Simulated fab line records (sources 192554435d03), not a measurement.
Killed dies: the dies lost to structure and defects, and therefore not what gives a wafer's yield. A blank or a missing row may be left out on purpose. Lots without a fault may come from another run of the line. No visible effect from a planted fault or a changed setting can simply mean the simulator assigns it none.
Chamber matching || flow n5Finfet || N5_BEOL_M14_CMP_49 on cmp-03 has 4 sister chambers
The step polishes, stops on SiO2, t overpolish 5.2 s, target thk 560 nm. 4 wafers are shown with their chamber, then 7 later ones without.

## EACH WAFER AND ITS CHAMBER
{"wafer": "L080.4", "chamber": 1, "motorCurrentA (A)": 8.0}
{"wafer": "L087.6", "chamber": 3, "motorCurrentA (A)": 8.7}
{"wafer": "L088.2", "chamber": 0, "motorCurrentA (A)": 8.7}
{"wafer": "L088.3", "chamber": 2, "motorCurrentA (A)": 8.2}

## WAFERS WITHOUT THEIR CHAMBER
{"wafer": "L088.6", "motorCurrentA (A)": 8.4}
{"wafer": "L085.4", "motorCurrentA (A)": 7.9}
{"wafer": "L085.5", "motorCurrentA (A)": 8.0}
{"wafer": "L085.6", "motorCurrentA (A)": 8.9}
{"wafer": "L095.2", "motorCurrentA (A)": 8.2}
{"wafer": "L095.4", "motorCurrentA (A)": 8.2}
{"wafer": "L095.6", "motorCurrentA (A)": 8.5}

## WHICH CHAMBER EACH WENT THROUGH
{"wafer": "L088.6", "from the rows above": "can't be placed: 2 or 0 or 3 or 1", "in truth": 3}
{"wafer": "L085.4", "from the rows above": "can't be placed: 1 or 2", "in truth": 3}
{"wafer": "L085.5", "from the rows above": "can't be placed: 1 or 2", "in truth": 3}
{"wafer": "L085.6", "from the rows above": "can't be placed: 0 or 3", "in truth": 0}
{"wafer": "L095.2", "from the rows above": "can't be placed: 2 or 1", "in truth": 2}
{"wafer": "L095.4", "from the rows above": "can't be placed: 2 or 1", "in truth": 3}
{"wafer": "L095.6", "from the rows above": "can't be placed: 0 or 3 or 2", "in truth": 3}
Placed correctly: 0 of 7. Can't be placed from these rows: 7 (the true chamber is among the candidates in 4). Number placed wrongly: 0.
How it was worked out, from the rows above alone: a wafer's distance from a chamber is the root of the sum, over the readings, of the square of ((its reading less the chamber's mean) divided by the reading's scatter). If the next closest chamber is less than 2 further off than the closest, the wafer can't be placed; otherwise it belongs to the closest. Each chamber's mean is taken over the wafers shown for it. The scatter: root of mean squared gap, hidden wafer to nearest shown wafer, with one shown wafer a chamber.
